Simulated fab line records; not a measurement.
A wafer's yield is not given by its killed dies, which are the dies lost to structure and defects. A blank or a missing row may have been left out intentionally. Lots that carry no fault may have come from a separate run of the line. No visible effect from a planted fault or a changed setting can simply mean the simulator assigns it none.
8D (eight disciplines) problem report, filled in by code -- flow nandHarc -- the parts of the form that need people (team, actions taken, sign-off) are left out

1. WHAT WENT WRONG
At NHARC_P_GATE_INSPECT_68, rawDefectCount averages 1178 over 2 wafers from 2 lots, while fault-free wafers read 209, standard deviation 79. Relative to the usual mean, that is a shift of +12 standard deviations.
First seen on wafer L556.6, day 8 08:52, on defectInspect-02. At this step, 32 wafers from 12 lots have a number in the record. Rule for "out" (also "out of limits"): further than 4 standard deviations from the usual mean. The rest of the wafers with a number are treated as sound.

2. WHAT IT IS, AND WHAT IT ISN'T
question,is,is not
which readings at this step,rawDefectCount,-
which lots,"L556, L557","L550, L551, L563, L564, L565, L566, L568, L569, L570, L573"
which wafers of those lots,all that have a number,-
read on which gauges,"defectInspect-01, defectInspect-02",-
when,from day 8 08:52,"up to then (6 sound wafers); but 24 sound wafers of L563, L564, L565, L566, L568, L569, L570, L573 came after"

3. WHAT RULES OUT EACH SUSPECT
Counting: a tool at a process step up to the reading stays a suspect if it ran every lot that is out and no sound lot after the first of them.
- ruled out: the gauge at NHARC_P_GATE_INSPECT_68. The wafers that are out were read on 2 gauges (defectInspect-01, defectInspect-02).
- plasmaAsher-02 at NHARC_P_GATE_STRIP_75 (strips in O2): ruled out as a lasting fault. Sound lots L563, L564, L569, L573 ran on it after its first lot that is out, L556 (day 8 03:21).
- plasmaAsher-02 at NHARC_P_GATE_STRIP_112 (strips in N2/H2, time 200 s): ruled out as a lasting fault. Sound lots L564, L565, L566, L570 ran on it after its first lot that is out, L556 (day 8 04:48).
- rtpAnneal-01 at NHARC_P_GATE_RTA_82 (time 30 s): ruled out as a lasting fault. Sound lots L563, L564, L565, L566, L569, L570, L573 ran on it after its first lot that is out, L556 (day 8 08:48).
Left after counting: nothing in the record.

4. THE CAUSE (what the simulator had put in)
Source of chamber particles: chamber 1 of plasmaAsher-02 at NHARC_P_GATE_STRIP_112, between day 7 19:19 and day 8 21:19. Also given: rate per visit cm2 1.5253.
It was ruled out by counting, in error; the rule expects a fault to strike all lots run on its tool from its start on, and this fault did not.

5. SEQUENCE OF EFFECTS, ordered by route
One row per reading whose mean, taken over the struck wafers that have a number, lies over 3 standard deviations from the usual. Only readings whose record carries a usual standard deviation are examined. hours: median over the lots of the time between each lot's start at the first step of this table that gives one and its start at this step. sigmas: the change, counted in usual standard deviations.
hours,step,reading,usual,on struck wafers,change,sigmas
0,NHARC_P_GATE_INSPECT_68,rawDefectCount,209,1178,+969,+12
482,NHARC_END_SORT_01,killedAtPeriphery,4.3,94.0,+89.7,+32
482,NHARC_END_SORT_01,killedDies,57,144,+87,+4.6

6. HOW IT WOULD HAVE BEEN CAUGHT EARLIER
Counted from the fault's start at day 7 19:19, it took 14 hours until the first out-of-limits reading at a measuring or inspecting step in this record, taken at day 8 08:52.
An alarm limit of 4 standard deviations would not have fired on the tool readings at NHARC_P_GATE_STRIP_112 for which the record gives a usual standard deviation, since none of them was out on any struck wafer.
